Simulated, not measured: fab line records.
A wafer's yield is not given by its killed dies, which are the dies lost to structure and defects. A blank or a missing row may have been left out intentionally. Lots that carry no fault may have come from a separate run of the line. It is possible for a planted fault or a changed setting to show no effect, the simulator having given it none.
Chamber matching	flow n5_finfet	N5_BEOL_M8_ETCH_65 on rie_diel-03 has 4 sister chambers
The step etches SiARC in CF4, target depth 15.6 nm, time 26 s. 4 wafers are shown with their chamber, then 10 later ones without.

WAFERS WITH THEIR CHAMBER
wafer	chamber	drypump_motor_current_A (A)
L088.1	3	6.6
L088.5	2	5.7
L085.2	1	5.7
L085.3	0	5.4

WAFERS WITHOUT THEIR CHAMBER
wafer	drypump_motor_current_A (A)
L085.4	5.7
L086.1	6.6
L086.5	5.7
L086.6	6.6
L096.1	5.7
L096.2	5.4
L096.4	5.7
L097.2	6.6
L097.3	5.8
L097.5	5.7

THE CHAMBER EACH PASSED THROUGH
wafer	from the rows above	in truth
L085.4	can't be placed: 1 or 2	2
L086.1	3	3
L086.5	can't be placed: 1 or 2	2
L086.6	3	3
L096.1	can't be placed: 1 or 2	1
L096.2	0	0
L096.4	can't be placed: 1 or 2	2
L097.2	3	3
L097.3	can't be placed: 1 or 2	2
L097.5	can't be placed: 1 or 2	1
4 of 10 placed correctly. Can't be placed from these rows: 6 (the true chamber is among the candidates in 6). Wrongly placed: 0.
How it was worked out, from the rows above alone: a wafer's distance from a chamber is the root of the sum, over the readings, of the square of ((its reading less the chamber's mean) divided by the reading's scatter). The wafer belongs to the nearest chamber; if the next one is less than 2 further off, it can't be placed. Each chamber's mean is taken over the wafers shown for it. The scatter (one wafer shown for each chamber): square how far every hidden wafer sits from the nearest shown wafer, average those squares and take the square root.
